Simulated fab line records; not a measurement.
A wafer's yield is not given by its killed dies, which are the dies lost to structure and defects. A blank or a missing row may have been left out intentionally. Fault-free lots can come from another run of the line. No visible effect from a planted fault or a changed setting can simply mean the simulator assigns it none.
Chamber matching    flow n5-finfet    N5_BEOL_M5_STRIP_19 on rie-diel-01 has 4 sister chambers
The step strips in O2. 4 wafers are shown with their chamber, then 9 later ones without.

== EACH WAFER AND ITS CHAMBER ==
wafer   chamber  showerhead-plenum-p-Torr (Torr)
L085.6  2        2.17
L086.1  0        2.02
L086.4  1        2.05
L086.5  3        2.20

== WAFERS MISSING THEIR CHAMBER ==
wafer   showerhead-plenum-p-Torr (Torr)
L090.1  2.02
L090.4  2.20
L090.6  2.16
L089.1  2.02
L089.3  2.20
L089.6  2.20
L096.1  2.01
L096.5  2.05
L096.6  2.16

== THE CHAMBER EACH PASSED THROUGH ==
wafer   from the rows above  in truth
L090.1  0                    0
L090.4  3                    3
L090.6  2                    2
L089.1  0                    0
L089.3  3                    3
L089.6  3                    3
L096.1  0                    0
L096.5  1                    1
L096.6  2                    2
Placed correctly: 9 of 9. Left unplaced by these rows: 0. 0 placed wrongly.
How it was worked out, from the rows above alone: a wafer's distance from a chamber is the root of the sum, over the readings, of the square of ((its reading less the chamber's mean) divided by the reading's scatter). If the next closest chamber is less than 2 further off than the closest, the wafer can't be placed; otherwise it belongs to the closest. For every chamber, the mean is computed from those of its wafers that are shown. The scatter (one wafer shown for each chamber): square how far every hidden wafer sits from the nearest shown wafer, average those squares and take the square root.
